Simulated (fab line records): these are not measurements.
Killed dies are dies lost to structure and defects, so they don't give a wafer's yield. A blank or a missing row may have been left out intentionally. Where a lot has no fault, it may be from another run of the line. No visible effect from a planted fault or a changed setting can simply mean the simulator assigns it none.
Which tool did it? -- flow n5-finfet -- 20 wafers from 7 lots sampled at 3 of the route's 1938 steps

WHAT THE GAUGES READ, wafer by wafer
N5_BEOL_M9_OCD_MEAS_38.
lot,measured,on,trench-depth-nm (nm)
L415,day 11 00:34,ocd-01,148.9 149.0 149.3
L417,day 11 03:28,ocd-01,150.2 150.1 150.6
L416,day 11 10:46,ocd-01,154.1 150.6 151.6
L427,day 13 12:19,ocd-01,119.9 121.6
L432,day 14 21:20,ocd-02,156.6 154.8 155.7
L434,day 15 20:58,ocd-02,147.8 149.6 150.0
L435,day 15 22:13,ocd-01,153.8 148.5 150.2

WHAT TOOL EACH LOT RAN ON (gives the tool, then ch and the chambers of the sampled wafers, and finally the start)
lot,N5_BEOL_M9_STRIP_36,N5_BEOL_M9_TRENCH_ETCH_37
L415,"rie-diel-02 ch 0,3, day 11 00:21","rie-diel-02 ch 0,3, day 11 00:23"
L417,"rie-diel-03 ch 1,2,3, day 11 03:14","rie-diel-03 ch 1,2,3, day 11 03:17"
L416,"rie-diel-02 ch 2,3, day 11 10:34","rie-diel-02 ch 2,3, day 11 10:36"
L427,"rie-diel-02 ch 0,1, day 13 12:06","rie-diel-02 ch 0,1, day 13 12:08"
L432,"rie-diel-01 ch 2,3, day 14 21:07","rie-diel-01 ch 2,3, day 14 21:09"
L434,"rie-diel-03 ch 2,3, day 15 20:46","rie-diel-03 ch 2,3, day 15 20:48"
L435,"rie-diel-01 ch 0,1,2, day 15 21:59","rie-diel-01 ch 0,1,2, day 15 22:01"
- N5_BEOL_M9_STRIP_36: strips in N2/H2.
- N5_BEOL_M9_TRENCH_ETCH_37: etches SiCOH lowk in C4F6/O2, target depth 151.43 nm, time 49 s.

THE ANSWER, worked out from the rows above alone
Rule: the lots themselves supply what counts as usual. The widest of any qualifying gaps counts: lots, ordered by their means at a reading, are off when they make up no more than a third of the lots, leave a main group of 4 or more, and stand apart from it by 3 or more times the standard deviation of that group's means. A main group is skipped when, at the precision printed for the reading in the tables above, its means are all equal. A lot without any number at a reading at which 4 lots or more have one is off too. Any other lot the step has rows for is counted as sound.
Off at N5_BEOL_M9_OCD_MEAS_38 (trench-depth-nm): L427. Mean 151.2 nm and standard deviation 2.3 in the main group.
If a tool, at a process step before that reading, ran all the lots that are off and no sound lot after the first of them, it fits. Gauges at N5_BEOL_M9_OCD_MEAS_38: tried the same way as those tools. One candidate fits, namely rie-diel-02 at N5_BEOL_M9_STRIP_36 and N5_BEOL_M9_TRENCH_ETCH_37. At N5_BEOL_M9_STRIP_36 its last sound lot is L416 (day 11 10:34), its first lot that is off L427 (day 13 12:06): a fault that began between those two fits.

WHAT WAS PUT IN BY THE SIMULATOR
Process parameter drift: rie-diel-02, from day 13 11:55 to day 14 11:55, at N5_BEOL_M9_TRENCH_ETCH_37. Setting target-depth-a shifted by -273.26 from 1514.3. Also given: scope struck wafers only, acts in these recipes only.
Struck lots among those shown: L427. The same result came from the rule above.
